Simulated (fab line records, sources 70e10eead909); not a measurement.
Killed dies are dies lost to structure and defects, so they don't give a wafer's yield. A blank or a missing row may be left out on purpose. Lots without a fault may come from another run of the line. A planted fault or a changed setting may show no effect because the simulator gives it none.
Chamber matching | flow nand_harc | NHARC_A_STAIRCASE_TRIM_12 on rie_diel-07: 4 sister chambers
The step chemistry O2, time 211.2 s. 4 wafers are shown with their chamber, then 9 later ones without.

WAFERS WITH THEIR CHAMBER
wafer  | chamber | showerhead_plenum_p_Torr (Torr)
L083.6 | 0       | 3.76
L087.1 | 1       | 3.49
L087.3 | 2       | 3.55
L087.4 | 3       | 3.49

WAFERS WITHOUT THEIR CHAMBER
wafer  | showerhead_plenum_p_Torr (Torr)
L091.1 | 3.48
L091.3 | 3.49
L091.4 | 3.75
L094.4 | 3.48
L094.5 | 3.75
L094.6 | 3.49
L097.1 | 3.54
L097.2 | 3.47
L097.4 | 3.74

WHICH CHAMBER EACH WENT THROUGH
wafer  | from the rows above     | in truth
L091.1 | can't be placed: 1 or 3 | 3
L091.3 | can't be placed: 1 or 3 | 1
L091.4 | 0                       | 0
L094.4 | can't be placed: 1 or 3 | 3
L094.5 | 0                       | 0
L094.6 | can't be placed: 1 or 3 | 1
L097.1 | 2                       | 2
L097.2 | can't be placed: 1 or 3 | 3
L097.4 | 0                       | 0
Placed correctly: 4 of 9. Can't be placed from these rows: 5 (the true chamber is among the candidates in 5). Placed wrongly: 0.
How it was worked out, from the rows above alone: a wafer's distance from a chamber is the root of the sum, over the readings, of the square of ((its reading less the chamber's mean) divided by the reading's scatter). The wafer belongs to the nearest chamber; if the next one is less than 2 further off, it can't be placed. A chamber's mean is the mean of its shown wafers. The scatter: with one shown wafer a chamber, the root of the mean of the squares of how far each hidden wafer lies from its nearest shown one.
